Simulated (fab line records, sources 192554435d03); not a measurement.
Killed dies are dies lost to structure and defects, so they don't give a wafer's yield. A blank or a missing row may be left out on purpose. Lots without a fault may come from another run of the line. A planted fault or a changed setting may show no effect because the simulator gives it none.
Chamber matching | flow n5_finfet | N5_BEOL_M6_STRIP_67 on rie_diel-02: 4 sister chambers
The step strips in CF4. 4 wafers are shown with their chamber, then 9 later ones without.

WAFERS WITH THEIR CHAMBER
wafer  | chamber | showerhead_plenum_p_Torr (Torr)
L085.2 | 0       | 1.70
L095.5 | 3       | 1.70
L097.4 | 1       | 1.84
L097.5 | 2       | 1.86

WAFERS WITHOUT THEIR CHAMBER
wafer  | showerhead_plenum_p_Torr (Torr)
L091.1 | 1.91
L091.2 | 1.70
L091.3 | 1.84
L094.1 | 1.86
L094.5 | 1.70
L094.6 | 1.91
L089.1 | 1.84
L089.2 | 1.91
L089.3 | 1.70

WHICH CHAMBER EACH WENT THROUGH
wafer  | from the rows above     | in truth
L091.1 | can't be placed: 2 or 1 | 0
L091.2 | can't be placed: 0 or 3 | 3
L091.3 | can't be placed: 1 or 2 | 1
L094.1 | can't be placed: 2 or 1 | 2
L094.5 | can't be placed: 0 or 3 | 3
L094.6 | can't be placed: 2 or 1 | 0
L089.1 | can't be placed: 1 or 2 | 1
L089.2 | can't be placed: 2 or 1 | 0
L089.3 | can't be placed: 0 or 3 | 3
Placed correctly: 0 of 9. Can't be placed from these rows: 9 (the true chamber is among the candidates in 6). Placed wrongly: 0.
How it was worked out, from the rows above alone: a wafer's distance from a chamber is the root of the sum, over the readings, of the square of ((its reading less the chamber's mean) divided by the reading's scatter). The wafer belongs to the nearest chamber; if the next one is less than 2 further off, it can't be placed. A chamber's mean is the mean of its shown wafers. The scatter: with one shown wafer a chamber, the root of the mean of the squares of how far each hidden wafer lies from its nearest shown one.
